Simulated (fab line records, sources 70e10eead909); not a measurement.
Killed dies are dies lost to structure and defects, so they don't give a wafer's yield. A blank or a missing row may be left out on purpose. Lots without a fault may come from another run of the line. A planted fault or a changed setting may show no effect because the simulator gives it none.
fab line records | flow nand_harc
record lots=24 wafers=72 last_day=33
route steps=1302 shown A_STAIRCASE@719
lots that met no fault: from a run of the same line without faults
start_h: hours from the record's first day to the start of the lot's first wafer shown | wait_h: hours since the lot's step before | " the same as in the row above | L1.1+2: a row that stands for several wafers | - no value, or no start given | * or withheld: withheld | < > ~ a bound
route shown NAME@n: a module of which the file shows steps, and the number in the route of the first | usual: mean/standard deviation of fault-free wafers | same: alike in all rows | chamber/n: place in a boat | sites: the reading at each site | _std_site: their standard deviation | _edge_site: outer sites' mean less inner sites' | radius_mm: how far each site lies from the wafer's centre | mask NAME#n: copy n | behind: the tool/chamber that last shaped the wafer | hold: why the lot was held/for how many hours/how that ended | device: the transistor (n, p or np) that didn't switch | end of line: the same wafers' tests at the end of the route | a step without rows: its recipe alone | killed: dies lost to structure and defects at the first sort, not the wafer's yield | map: a wafer's dies, x killed, . not, _ none there
set.NAME: the setting as run; set.NAME@STEP: as run at that earlier step | model.NAME: the simulator's own value behind a step, which no gauge read
steps of the route over a sample of lots; a table a step, a row a wafer
services: from which hour (start_h, from the record's first day; less than 0 if before it) a tool's chamber was out of use, for how many hours, and why
## steps
# step NHARC_A_STAIRCASE_STRIP_205
# recipe power_w=1500 temp_c=250 chemistry=O2
# usual drypump_motor_current_A=5.81/0.21 heater_power_w=310/28
# columns lot.wafer tool chamber start_h wait_h drypump_motor_current_A heater_power_w rf_hours_counter_h
L075.2 plasma_asher-01 1 365.94 0.2 5.60 344 4
L075.3 " 0 " " 5.87 311 -
L075.5 " 1 " " 5.60 349 -
L076.1 plasma_asher-01 1 373.95 0.1 5.57 347 5
L076.6 " 0 " " 5.89 311 -
L076.5 " 1 " " 5.60 344 -
L074.2 plasma_asher-02 0 373.99 0.1 6.20 277 29
L074.4 " 1 " " 5.73 297 -
L074.3 " 0 " " 6.21 278 -
L078.2 plasma_asher-01 1 407.73 0.1 5.57 340 12
L078.4 " 1 " " 5.56 342 -
L078.5 " 1 " " 5.57 342 -
L077.1 plasma_asher-01 1 414.27 0.1 5.57 345 15
L077.5 " 0 " " 5.86 317 -
L077.6 " 1 " " 5.57 335 -
L079.2 plasma_asher-02 0 414.54 0.1 6.14 275 35
L079.4 " 1 " " 5.74 296 -
L079.5 " 0 " " 6.16 271 -
L080.3 plasma_asher-01 1 414.98 0.2 5.55 341 -
L080.4 " 0 " " 5.88 306 -
L080.6 " 0 " " 5.90 308 -
L081.4 plasma_asher-01 0 435.11 0.2 5.88 305 -
L081.5 " 0 " " 5.84 318 -
L081.6 " 1 " " 5.59 350 -
L082.1 plasma_asher-02 1 451.50 0.1 5.75 293 3
L082.4 " 1 " " 5.75 284 -
L082.5 " 1 " " 5.75 292 -
L084.2 plasma_asher-01 1 465.93 0.1 5.58 342 27
L084.3 " 0 " " 5.81 315 -
L084.4 " 1 " " 5.56 346 -
L083.1 plasma_asher-02 1 466.70 0.1 5.73 295 6
L083.2 " 0 " " 6.18 283 6
L083.6 " 0 " " 6.19 275 -
L085.1 plasma_asher-02 0 472.70 0.1 6.19 274 7
L085.4 " 1 " " 5.74 287 -
L085.5 " 1 " " 5.75 285 -
L086.1 plasma_asher-01 0 473.06 0.1 5.87 309 29
L086.2 " 1 " " 5.59 344 29
L086.5 " 0 " " 5.83 317 -
L087.1 plasma_asher-01 1 492.10 0.1 5.59 349 32
L087.2 " 0 " " 5.92 310 32
L087.3 " 0 " " 5.86 313 -
L088.1 plasma_asher-01 0 511.94 0.1 5.87 309 36
L088.4 " 1 " " 5.58 346 -
L088.3 " 0 " " 5.89 305 -
L090.1 plasma_asher-01 0 514.61 0.1 5.90 316 37
L090.4 " 1 " " 5.61 341 -
L090.3 " 0 " " 5.90 297 -
L089.2 plasma_asher-02 0 514.73 0.1 6.19 279 15
L089.1 " 1 " " 5.72 285 15
L089.3 " 0 " " 6.18 273 -
L092.1 plasma_asher-01 1 535.26 0.1 5.59 372 2
L092.2 " 0 " " 5.88 291 2
L092.4 " 1 " " 5.60 344 -
L091.1 plasma_asher-01 1 535.79 0.1 5.59 356 2
L091.3 " 1 " " 5.59 362 -
L091.5 " 0 " " 5.87 296 -
L093.1 plasma_asher-02 0 542.42 0.1 6.18 270 23
L093.3 " 1 " " 5.74 287 -
L093.5 " 0 " " 6.20 281 -
L095.1 plasma_asher-01 0 565.71 0.1 5.87 285 6
L095.3 " 1 " " 5.56 344 -
L095.4 " 0 " " 5.85 284 -
L094.1 plasma_asher-02 0 566.46 0.1 6.17 275 26
L094.4 " 1 " " 5.75 289 -
L094.5 " 0 " " 6.19 274 -
L096.1 plasma_asher-02 1 587.80 0.1 5.73 297 31
L096.2 " 0 " " 6.18 270 31
L096.3 " 0 " " 6.16 271 -
L097.1 plasma_asher-01 0 589.98 0.1 5.88 292 12
L097.5 " 0 " " 5.86 286 -
L097.6 " 1 " " 5.62 353 -
# step NHARC_A_STAIRCASE_STRIP_238
# recipe power_w=1500 temp_c=250 chemistry=O2
# usual drypump_motor_current_A=5.83/0.21 heater_power_w=308/29
# columns lot.wafer tool chamber start_h wait_h drypump_motor_current_A heater_power_w rf_hours_counter_h
L075.2 plasma_asher-01 0 369.98 0.1 5.87 305 5
L075.3 " 0 " " 5.85 312 -
L075.5 " 1 " " 5.56 348 -
L076.1 plasma_asher-01 1 377.73 0.1 5.59 340 6
L076.6 " 1 " " 5.60 345 -
L076.5 " 0 " " 5.89 310 -
L074.2 plasma_asher-02 0 378.25 0.1 6.18 270 30
L074.3 " 0 " " 6.19 268 -
L074.4 " 1 " " 5.75 300 -
L078.2 plasma_asher-02 0 411.82 0.1 6.21 269 35
L078.4 " 0 " " 6.19 271 -
L078.5 " 1 " " 5.75 299 -
L077.1 plasma_asher-01 0 418.37 0.1 5.90 312 15
L077.5 " 1 " " 5.61 346 -
L077.6 " 0 " " 5.93 304 -
L079.2 plasma_asher-02 0 418.58 0.1 6.19 270 36
L079.4 " 1 " " 5.72 299 -
L079.5 " 0 " " 6.18 268 -
L080.3 plasma_asher-01 0 418.99 0.2 5.86 306 -
L080.4 " 1 " " 5.61 344 -
L080.6 " 1 " " 5.60 352 -
L081.4 plasma_asher-02 1 438.78 0.2 5.74 291 -
L081.6 " 1 " " 5.74 291 -
L081.5 " 0 " " 6.19 273 -
L082.1 plasma_asher-02 1 455.22 0.1 5.73 291 4
L082.4 " 0 " " 6.17 278 -
L082.5 " 1 " " 5.74 288 -
L084.2 plasma_asher-01 0 469.45 0.1 5.89 310 27
L084.3 " 0 " " 5.90 311 -
L084.4 " 1 " " 5.61 346 -
L083.2 plasma_asher-01 1 470.45 0.1 5.61 352 28
L083.1 " 0 " " 5.85 306 28
L083.6 " 1 " " 5.60 345 -
L086.1 plasma_asher-01 1 477.25 0.1 5.58 348 29
L086.2 " 0 " " 5.87 308 29
L086.5 " 0 " " 5.83 310 -
L085.1 plasma_asher-01 0 478.13 0.1 5.89 310 29
L085.4 " 1 " " 5.60 347 -
L085.5 " 0 " " 5.82 311 -
L087.2 plasma_asher-02 1 495.82 0.1 5.72 283 12
L087.1 " 0 " " 6.20 271 12
L087.3 " 0 " " 6.18 273 -
L088.1 plasma_asher-01 1 515.46 0.1 5.59 351 37
L088.4 " 1 " " 5.61 345 -
L088.3 " 0 " " 5.88 307 -
L090.1 plasma_asher-02 1 518.30 0.1 5.76 287 16
L090.3 " 1 " " 5.74 285 -
L090.4 " 0 " " 6.21 274 -
L089.2 plasma_asher-01 0 518.41 0.1 5.83 316 38
L089.1 " 1 " " 5.60 346 38
L089.3 " 0 " " 5.87 312 -
L092.1 plasma_asher-01 1 538.81 0.1 5.61 355 3
L092.2 " 0 " " 5.88 284 3
L092.4 " 1 " " 5.59 355 -
L091.1 plasma_asher-01 0 543.48 0.1 5.89 285 3
L091.3 " 0 " " 5.89 289 -
L091.5 " 1 " " 5.59 363 -
L093.1 plasma_asher-02 0 547.23 0.1 6.16 270 23
L093.3 " 1 " " 5.74 291 -
L093.5 " 1 " " 5.72 292 -
L095.1 plasma_asher-02 0 569.71 0.1 6.18 283 26
L095.3 " 0 " " 6.16 272 -
L095.4 " 1 " " 5.74 287 -
L094.1 plasma_asher-01 0 570.20 0.1 5.84 289 7
L094.4 " 0 " " 5.87 283 -
L094.5 " 1 " " 5.61 356 -
L096.1 plasma_asher-01 1 591.38 0.1 5.59 345 12
L096.2 " 0 " " 5.89 288 12
L096.3 " 0 " " 5.84 289 -
L097.1 plasma_asher-02 0 593.59 0.1 6.18 275 33
L097.6 " 0 " " 6.20 276 -
L097.5 " 1 " " 5.75 281 -
# step NHARC_A_STAIRCASE_HM_DEP_456
# recipe target_thk_a=31000 temp_c=400 material=aC
# usual throttle_valve_pct=35.000/0.0097
# columns lot.wafer tool chamber start_h wait_h throttle_valve_pct
L075.2 acl_dep-02 0 372.79 - 34.999
L075.3 " 0 " " 34.988
L075.5 " 0 " " 35.000
L076.1 acl_dep-02 0 383.78 - 35.012
L076.5 " 0 385.02 - 34.993
L076.6 " 0 " " 35.000
L074.2 acl_dep-01 0 384.56 - 35.002
L074.3 " 0 " " 34.996
L074.4 " 0 " " 35.029
L078.2 acl_dep-03 0 414.46 - 34.990
L078.4 " 0 " " 34.992
L078.5 " 0 " " 34.982
L077.1 acl_dep-03 0 422.10 - 35.005
L077.5 " 0 423.34 - 35.005
L077.6 " 0 " " 35.001
L079.2 acl_dep-01 0 423.69 - 34.999
L079.4 " 0 " " 35.003
L079.5 " 0 " " 35.004
L080.3 acl_dep-03 0 424.58 - 34.983
L080.4 " 0 " " 34.999
L080.6 " 0 " " 34.999
L081.4 acl_dep-03 0 444.01 - 35.009
L081.5 " 0 " " 34.996
L081.6 " 0 " " 35.009
L082.1 acl_dep-01 0 457.69 - 35.023
L082.4 " 0 " " 35.003
L082.5 " 0 " " 34.995
L084.2 acl_dep-03 0 472.39 - 35.004
L084.3 " 0 " " 35.003
L084.4 " 0 " " 35.010
L083.1 acl_dep-02 0 472.95 - 35.019
L083.2 " 0 " " 35.001
L083.6 " 0 474.47 - 35.004
L086.1 acl_dep-03 0 479.96 - 35.000
L086.2 " 0 " " 34.997
L086.5 " 0 " " 34.992
L085.1 acl_dep-01 0 481.17 - 35.010
L085.4 " 0 " " 35.007
L085.5 " 0 " " 34.985
L087.1 acl_dep-03 0 502.19 - 34.989
L087.2 " 0 " " 34.991
L087.3 " 0 " " 34.991
L088.1 acl_dep-02 0 517.88 - 34.994
L088.3 " 0 " " 34.991
L088.4 " 0 " " 34.988
L090.1 acl_dep-01 0 520.84 - 35.001
L090.3 " 0 " " 35.005
L090.4 " 0 " " 35.008
L089.1 acl_dep-02 0 521.62 - 34.999
L089.2 " 0 " " 35.001
L089.3 " 0 " " 34.997
L092.1 acl_dep-01 0 542.29 - 34.991
L092.2 " 0 " " 34.998
L092.4 " 0 " " 35.019
L091.1 acl_dep-01 0 549.15 - 35.008
L091.3 " 0 " " 34.988
L091.5 " 0 " " 34.999
L093.1 acl_dep-03 0 554.77 - 34.991
L093.3 " 0 " " 35.001
L093.5 " 0 " " 35.008
L095.1 acl_dep-01 0 572.62 - 35.003
L095.3 " 0 " " 35.003
L095.4 " 0 " " 34.993
L094.1 acl_dep-02 0 572.72 - 35.014
L094.4 " 0 " " 35.022
L094.5 " 0 " " 34.997
L096.1 acl_dep-01 0 595.52 - 35.000
L096.2 " 0 " " 35.000
L096.3 " 0 " " 34.999
L097.1 acl_dep-03 0 597.40 - 35.003
L097.5 " 0 598.62 - 34.991
L097.6 " 0 " " 35.006
# step NHARC_A_STAIRCASE_DESCUM_270
# recipe time_s=3 o2_flow_sccm=200 ar_flow_sccm=0 bias_power_w=0 chemistry=O2
# usual drypump_motor_current_A=5.9/0.54 o2_flow_sccm=199.9/0.61 oes_product_au=1.003/0.012 rf_vpp_V=57.5/1 showerhead_plenum_p_Torr=1.86/0.069 throttle_valve_pct=11.311/0.0094
# columns lot.wafer tool chamber start_h wait_h drypump_motor_current_A o2_flow_sccm oes_product_au rf_hours_counter_h rf_vpp_V showerhead_plenum_p_Torr throttle_valve_pct
L075.3 rie_diel-12 2 375.33 - 5.9 200.1 1.019 31 58.3 1.88 11.315
L075.2 " 3 " " 5.4 199.4 1.021 40 58.4 1.88 11.305
L075.5 " 1 " " 6.1 200.5 1.027 - 57.5 1.87 11.285
L076.1 rie_diel-09 0 386.65 - 5.3 199.6 0.983 17 56.9 1.92 11.329
L076.5 " 3 " " 6.6 200.4 0.994 - 59.6 1.99 11.306
L076.6 " 0 " " 5.3 199.6 0.993 - 58.7 1.92 11.310
L074.2 rie_diel-02 0 387.09 - 5.6 199.3 0.994 56 55.9 1.78 11.311
L074.3 " 1 " " 6.0 200.8 1.002 56 58.2 1.81 11.312
L074.4 " 2 " " 4.8 199.6 0.983 53 56.3 1.87 11.316
L078.4 rie_diel-02 3 416.87 - 6.0 200.7 1.005 5 57.8 1.82 11.325
L078.2 " 2 " " 4.8 200.3 0.993 5 57.8 1.87 11.303
L078.5 " 3 " " 6.0 200.2 1.012 - 56.6 1.82 11.300
L077.1 rie_diel-09 3 424.84 - 6.6 200.0 1.002 30 57.6 1.99 11.322
L077.5 " 2 " " 5.5 198.5 1.014 - 59.1 1.94 11.325
L077.6 " 3 " " 6.6 200.1 1.014 - 58.9 1.99 11.314
L079.2 rie_diel-12 1 426.25 - 6.2 199.7 1.005 47 56.8 1.86 11.310
L079.4 " 2 " " 5.8 200.1 1.014 47 57.1 1.88 11.319
L079.5 " 1 " " 6.2 198.8 1.009 - 56.6 1.86 11.327
L080.3 rie_diel-02 3 426.97 - 6.0 199.1 1.009 7 58.4 1.82 11.314
L080.4 " 0 " " 5.5 200.3 1.006 9 58.8 1.77 11.320
L080.6 " 3 " " 6.0 199.7 1.002 - 57.5 1.82 11.298
L081.4 rie_diel-12 3 445.96 - 5.4 199.6 0.998 58 56.8 1.88 11.309
L081.6 " 0 " " 6.7 199.3 1.000 - 57.2 1.79 11.321
L081.5 " 1 " " 6.1 200.2 1.018 - 57.3 1.86 11.323
L082.1 rie_diel-12 2 460.55 - 5.8 199.9 1.019 0 57.5 1.87 11.313
L082.4 " 3 " " 5.3 201.0 1.010 0 58.2 1.88 11.297
L082.5 " 1 " " 6.1 199.3 1.005 - 57.5 1.86 11.304
L084.2 rie_diel-09 0 474.82 - 5.3 200.0 0.988 46 57.2 1.91 11.309
L084.3 " 1 " " 5.5 200.2 0.982 40 56.9 1.99 11.320
L084.4 " 2 " " 5.5 199.5 1.004 42 58.9 1.94 11.312
L083.2 rie_diel-12 0 475.78 - 6.7 201.0 0.995 6 56.3 1.79 11.299
L083.1 " 2 " " 5.9 200.3 1.006 5 58.6 1.87 11.308
L083.6 " 0 " " 6.7 200.9 1.007 - 57.6 1.79 11.311
L086.1 rie_diel-02 3 482.84 - 6.0 200.3 1.009 27 58.2 1.81 11.318
L086.2 " 1 " " 6.1 200.4 1.000 29 57.6 1.80 11.302
L086.5 " 3 " " 6.0 200.0 1.011 - 56.9 1.81 11.300
L085.1 rie_diel-09 2 483.90 - 5.5 200.0 1.002 45 58.0 1.94 11.301
L085.4 " 0 " " 5.3 200.8 0.985 49 57.2 1.91 11.318
L085.5 " 2 " " 5.5 199.3 0.995 - 57.8 1.94 11.316
L087.2 rie_diel-12 3 505.06 - 5.4 201.2 1.007 20 57.2 1.87 11.316
L087.3 " 0 " " 6.8 199.5 0.998 20 56.7 1.78 11.319
L087.1 " 2 " " 5.9 199.7 1.011 18 58.4 1.87 11.328
L088.3 rie_diel-02 1 520.61 - 6.0 199.4 0.975 42 52.9 1.79 11.290
L088.1 " 3 " " 6.0 199.7 1.011 39 57.0 1.81 11.313
L088.4 " 0 " " 5.5 201.4 1.003 40 56.0 1.76 11.306
L090.4 rie_diel-02 0 523.72 - 5.6 199.7 1.010 41 56.0 1.76 11.319
L090.1 " 1 " " 6.0 200.4 1.002 43 57.8 1.79 11.311
L090.3 " 2 " " 4.8 200.2 0.999 42 58.3 1.86 11.293
L089.3 rie_diel-12 1 524.46 - 6.1 201.8 0.983 25 57.2 1.85 11.307
L089.2 " 2 " " 5.8 200.1 1.000 26 57.4 1.87 11.301
L089.1 " 3 " " 5.3 199.8 0.996 28 59.6 1.87 11.323
L092.1 rie_diel-02 0 544.99 - 5.6 199.4 1.003 52 57.5 1.76 11.309
L092.4 " 1 " " 6.0 200.4 0.984 46 58.0 1.79 11.311
L092.2 " 2 " " 4.8 198.8 0.996 55 58.1 1.86 11.301
L091.3 rie_diel-12 2 552.00 - 5.8 199.2 1.015 35 57.4 1.86 11.303
L091.1 " 3 " " 5.4 200.9 1.007 39 57.5 1.87 11.317
L091.5 " 1 " " 6.1 200.1 1.006 - 58.3 1.85 11.307
L093.3 rie_diel-12 3 557.61 - 5.4 199.9 1.004 41 57.4 1.86 11.307
L093.1 " 2 " " 5.9 200.4 1.000 37 57.2 1.86 11.322
L093.5 " 0 " " 6.7 199.6 0.995 - 56.2 1.78 11.303
L095.1 rie_diel-09 1 577.90 - 5.6 200.1 0.981 24 57.9 1.98 11.322
L095.3 " 3 " " 6.6 199.3 1.024 23 57.5 1.97 11.319
L095.4 " 0 " " 5.3 199.7 0.992 23 57.1 1.90 11.310
L094.4 rie_diel-09 3 578.01 - 6.6 200.1 1.032 23 58.4 1.97 11.306
L094.1 " 0 " " 5.3 200.1 1.004 23 57.3 1.90 11.325
L094.5 " 2 " " 5.5 200.0 1.009 - 57.1 1.93 11.299
L096.1 rie_diel-12 0 598.38 - 6.7 200.7 0.992 54 57.2 1.77 11.312
L096.3 " 1 " " 6.1 200.5 1.000 39 58.8 1.85 11.325
L096.2 " 2 " " 5.8 200.6 1.000 54 57.4 1.86 11.297
L097.1 rie_diel-09 3 600.24 - 6.6 199.1 1.021 31 57.8 1.97 11.310
L097.6 " 2 " " 5.5 200.9 1.013 - 58.1 1.93 11.319
L097.5 " 3 " " 6.6 198.7 1.024 - 58.1 1.97 11.303
# step NHARC_A_STAIRCASE_STRIP_295
# recipe o2_flow_sccm=500 ar_flow_sccm=0 bias_w=0 chemistry=O2
# usual drypump_motor_current_A=5.8/0.53 o2_flow_sccm=499.8/1.5 oes_product_au=1.002/0.011 rf_vpp_V=57.8/0.87 showerhead_plenum_p_Torr=3.50/0.12 throttle_valve_pct=17.038/0.0087
# same bias_w=0
# columns lot.wafer tool chamber start_h wait_h drypump_motor_current_A o2_flow_sccm oes_product_au rf_hours_counter_h rf_vpp_V showerhead_plenum_p_Torr throttle_valve_pct
L075.3 rie_diel-12 0 - - 6.8 499.8 1.006 39 57.8 3.32 17.029
L075.2 " 1 " " 6.1 499.0 1.013 32 57.3 3.45 17.039
L075.5 " 0 " " 6.8 499.7 0.997 - 56.9 3.32 17.029
L076.1 rie_diel-09 2 - - 5.5 498.3 1.014 18 56.9 3.59 17.021
L076.5 " 2 " " 5.5 500.9 1.006 - 58.6 3.59 17.027
L076.6 " 3 " " 6.6 499.7 1.004 - 59.6 3.66 17.027
L074.2 rie_diel-12 2 - - 5.8 497.0 1.022 37 57.5 3.47 17.044
L074.3 " 0 " " 6.7 500.2 1.007 42 58.4 3.32 17.034
L074.4 " 0 " " 6.7 501.7 1.009 - 56.8 3.32 17.037
L078.2 rie_diel-12 0 - - 6.7 497.8 0.997 54 58.5 3.32 17.046
L078.4 " 2 " " 5.9 500.6 1.018 47 57.6 3.47 17.039
L078.5 " 0 " " 6.7 499.8 0.992 - 56.3 3.32 17.047
L077.1 rie_diel-02 2 - - 4.8 500.2 0.996 10 58.0 3.46 17.033
L077.6 " 1 " " 6.1 502.7 0.988 - 58.1 3.34 17.039
L077.5 " 2 " " 4.8 500.3 0.994 - 57.7 3.46 17.038
L079.2 rie_diel-09 2 - - 5.5 500.4 1.011 31 58.6 3.58 17.049
L079.4 " 0 " " 5.3 499.1 0.992 34 58.9 3.53 17.042
L079.5 " 2 " " 5.5 502.8 1.016 - 58.0 3.58 17.053
L080.4 rie_diel-09 3 - - 6.6 502.2 1.014 33 58.0 3.65 17.022
L080.3 " 2 " " 5.5 498.0 0.994 32 57.7 3.58 17.031
L080.6 " 3 " " 6.6 501.2 1.011 - 58.5 3.65 17.025
L081.4 rie_diel-09 1 - - 5.6 497.9 0.998 35 59.0 3.67 17.034
L081.6 " 1 " " 5.6 496.4 0.992 - 58.6 3.66 17.039
L081.5 " 2 " " 5.5 502.2 0.998 - 57.7 3.58 17.038
L082.4 rie_diel-09 1 - - 5.6 497.7 0.983 39 58.8 3.66 17.045
L082.1 " 2 " " 5.5 500.5 1.005 41 57.8 3.57 17.029
L082.5 " 1 " " 5.6 498.5 0.984 - 57.1 3.66 17.037
L084.2 rie_diel-09 1 - - 5.6 498.2 0.990 42 57.4 3.66 17.050
L084.4 " 2 " " 5.5 501.1 1.009 44 58.8 3.57 17.035
L084.3 " 0 " " 5.3 500.5 0.995 49 58.4 3.52 17.031
L083.1 rie_diel-09 0 - - 5.4 498.1 0.993 49 57.6 3.52 17.044
L083.2 " 2 " " 5.5 497.0 1.011 45 58.2 3.57 17.028
L083.6 " 3 " " 6.6 500.4 0.997 - 57.5 3.64 17.018
L086.2 rie_diel-12 0 - - 6.7 501.4 0.979 16 56.9 3.30 17.024
L086.1 " 1 " " 6.1 499.1 0.992 16 58.8 3.43 17.041
L086.5 " 0 " " 6.8 502.1 0.987 - 56.9 3.30 17.038
L085.4 rie_diel-12 3 - - 5.4 500.0 1.011 16 58.6 3.46 17.031
L085.1 " 2 " " 5.9 499.9 1.007 16 57.0 3.45 17.035
L085.5 " 0 " " 6.7 499.7 1.000 - 57.5 3.30 17.043
L087.1 rie_diel-02 3 - - 6.0 499.1 0.994 37 57.6 3.35 17.034
L087.3 " 0 " " 5.6 500.4 1.016 38 58.0 3.27 17.038
L087.2 " 1 " " 6.0 502.2 0.988 40 56.9 3.32 17.044
L088.1 rie_diel-09 2 - - 5.5 501.6 1.016 6 59.1 3.57 17.027
L088.3 " 3 " " 6.6 497.3 1.033 6 57.4 3.64 17.036
L088.4 " 0 " " 5.4 499.4 0.998 6 58.4 3.51 17.032
L090.4 rie_diel-09 1 - - 5.6 500.2 0.995 7 58.9 3.65 17.044
L090.3 " 2 " " 5.5 500.5 1.012 7 55.9 3.57 17.049
L090.1 " 3 " " 6.6 498.9 1.021 7 59.6 3.64 17.043
L089.1 rie_diel-12 2 - - 5.9 500.5 1.001 31 57.2 3.44 17.035
L089.2 " 3 " " 5.4 497.6 1.004 35 58.3 3.45 17.038
L089.3 " 0 " " 6.7 501.3 0.998 33 58.5 3.29 17.031
L092.1 rie_diel-09 0 - - 5.4 497.9 0.995 13 55.0 3.51 17.022
L092.2 " 1 " " 5.6 499.6 0.992 14 57.4 3.65 17.045
L092.4 " 3 " " 6.6 499.5 1.016 16 58.4 3.63 17.049
L091.3 rie_diel-12 2 - - 5.9 497.4 1.000 40 57.5 3.44 17.040
L091.1 " 3 " " 5.4 500.0 1.010 44 59.2 3.44 17.045
L091.5 " 0 " " 6.7 501.4 1.000 - 56.5 3.29 17.050
L093.1 rie_diel-09 2 - - 5.5 500.1 1.001 22 59.1 3.56 17.054
L093.3 " 3 " " 6.6 497.9 1.013 21 58.9 3.63 17.034
L093.5 " 1 " " 5.6 500.0 0.984 - 57.8 3.65 17.050
L095.1 rie_diel-09 1 - - 5.5 500.5 0.990 28 57.7 3.64 17.032
L095.3 " 2 " " 5.5 500.7 1.017 28 58.4 3.55 17.041
L095.4 " 0 " " 5.4 497.2 0.996 27 56.8 3.50 17.040
L094.4 rie_diel-12 0 - - 6.7 499.6 0.995 52 57.0 3.29 17.026
L094.1 " 2 " " 5.8 500.5 1.001 52 58.6 3.43 17.039
L094.5 " 0 " " 6.7 497.2 0.993 - 58.3 3.29 17.030
L096.1 rie_diel-12 1 - - 6.2 502.3 1.002 41 57.2 3.42 17.027
L096.3 " 2 " " 5.9 499.3 1.020 56 56.2 3.43 17.037
L096.2 " 3 " " 5.4 499.5 1.004 59 58.0 3.43 17.040
L097.1 rie_diel-02 0 - - 5.6 501.9 0.982 5 58.7 3.81 17.020
L097.6 " 2 " " 4.8 498.3 0.984 - 57.1 3.42 17.043
L097.5 " 3 " " 6.0 499.7 0.997 - 57.1 3.34 17.041
# step NHARC_A_STAIRCASE_HM_DEP_462
# recipe target_thk_a=8000 temp_c=400 material=aC
# usual throttle_valve_pct=35.000/0.0097
# columns lot.wafer tool chamber start_h wait_h throttle_valve_pct
L075.2 acl_dep-01 0 392.38 5.0 34.997
L075.3 " 0 " " 34.996
L075.5 " 0 " " 35.007
L076.1 acl_dep-01 0 400.61 3.0 34.979
L076.5 " 0 401.82 4.2 34.981
L076.6 " 0 " " 34.987
L074.2 acl_dep-03 0 402.17 2.0 34.992
L074.3 " 0 " " 35.012
L074.4 " 0 " " 35.004
L078.2 acl_dep-01 0 429.18 2.6 35.013
L078.4 " 0 " " 34.991
L078.5 " 0 " " 34.994
L077.1 acl_dep-03 0 435.63 0.7 35.010
L077.5 " 0 436.87 1.9 35.005
L077.6 " 0 " " 35.004
L079.2 acl_dep-03 0 437.80 0.8 35.012
L079.4 " 0 " " 35.015
L079.5 " 0 " " 35.009
L080.3 acl_dep-03 0 441.88 3.0 35.012
L080.4 " 0 " " 35.003
L080.6 " 0 " " 35.004
L081.4 acl_dep-01 0 455.81 1.4 34.994
L081.5 " 0 " " 35.003
L081.6 " 0 " " 35.005
L082.1 acl_dep-01 0 473.35 0.3 34.998
L082.4 " 0 " " 34.991
L082.5 " 0 " " 35.018
L084.2 acl_dep-03 0 483.40 0.4 34.996
L084.3 " 0 " " 34.998
L084.4 " 0 " " 35.008
L083.1 acl_dep-02 0 484.88 0.1 35.011
L083.2 " 0 " " 35.016
L083.6 " 0 486.40 1.6 35.001
L086.1 acl_dep-01 0 493.25 0.1 35.009
L086.2 " 0 " " 34.996
L086.5 " 0 " " 35.008
L085.1 acl_dep-02 0 493.54 0.1 34.988
L085.4 " 0 " " 34.986
L085.5 " 0 " " 34.999
L087.1 acl_dep-03 0 515.69 0.1 35.005
L087.2 " 0 " " 35.002
L087.3 " 0 " " 35.013
L088.1 acl_dep-02 0 529.37 0.1 34.994
L088.3 " 0 " " 34.989
L088.4 " 0 " " 35.005
L090.1 acl_dep-01 0 532.44 0.1 34.996
L090.3 " 0 " " 34.993
L090.4 " 0 " " 35.004
L089.1 acl_dep-03 0 536.01 0.1 35.010
L089.2 " 0 " " 35.000
L089.3 " 0 " " 35.007
L092.1 acl_dep-01 0 569.07 10.9 34.996
L092.2 " 0 " " 34.977
L092.4 " 0 " " 35.014
L091.1 acl_dep-03 0 571.75 2.4 35.007
L091.3 " 0 " " 34.991
L091.5 " 0 " " 35.005
L093.1 acl_dep-03 0 577.84 2.7 35.016
L093.3 " 0 " " 34.999
L093.5 " 0 " " 34.992
L095.1 acl_dep-01 0 587.53 0.8 34.983
L095.3 " 0 " " 34.992
L095.4 " 0 " " 34.988
L094.1 acl_dep-03 0 588.13 0.1 34.998
L094.4 " 0 " " 34.991
L094.5 " 0 " " 34.997
L096.1 acl_dep-03 0 607.11 0.1 35.009
L096.2 " 0 " " 35.005
L096.3 " 0 " " 34.993
L097.1 acl_dep-01 0 608.86 0.1 35.003
L097.5 " 0 610.08 1.3 35.005
L097.6 " 0 " " 35.012
## services
# columns tool chamber start_h hours kind
plasma_asher-01 - 342.00 9.0 pm
plasma_asher-01 0 342.00 9.0 vent_cycle
rie_diel-12 0 343.12 11.2 repair
rie_diel-09 - 351.97 4.2 repair
acl_dep-01 - 369.44 13.0 pm
plasma_asher-02 - 392.58 7.6 repair
rie_diel-02 - 394.09 9.0 pm
rie_diel-12 3 397.22 12.4 repair
plasma_asher-02 - 426.13 9.0 pm
rie_diel-09 2 427.47 7.2 repair
acl_dep-02 - 430.10 13.0 pm
plasma_asher-02 - 451.87 1.3 repair
plasma_asher-02 - 464.37 2.1 repair
acl_dep-03 - 484.93 13.0 pm
acl_dep-01 - 489.15 1.1 repair
rie_diel-09 - 497.19 9.0 pm
plasma_asher-01 - 519.00 9.0 pm
rie_diel-02 1 529.22 12.6 repair
acl_dep-01 - 550.99 13.0 pm
rie_diel-02 - 571.09 9.0 pm
rie_diel-02 0 590.84 10.3 repair
rie_diel-02 2 600.13 4.2 repair
plasma_asher-01 - 600.34 0.9 repair
plasma_asher-02 - 603.13 9.0 pm
## key
fault none
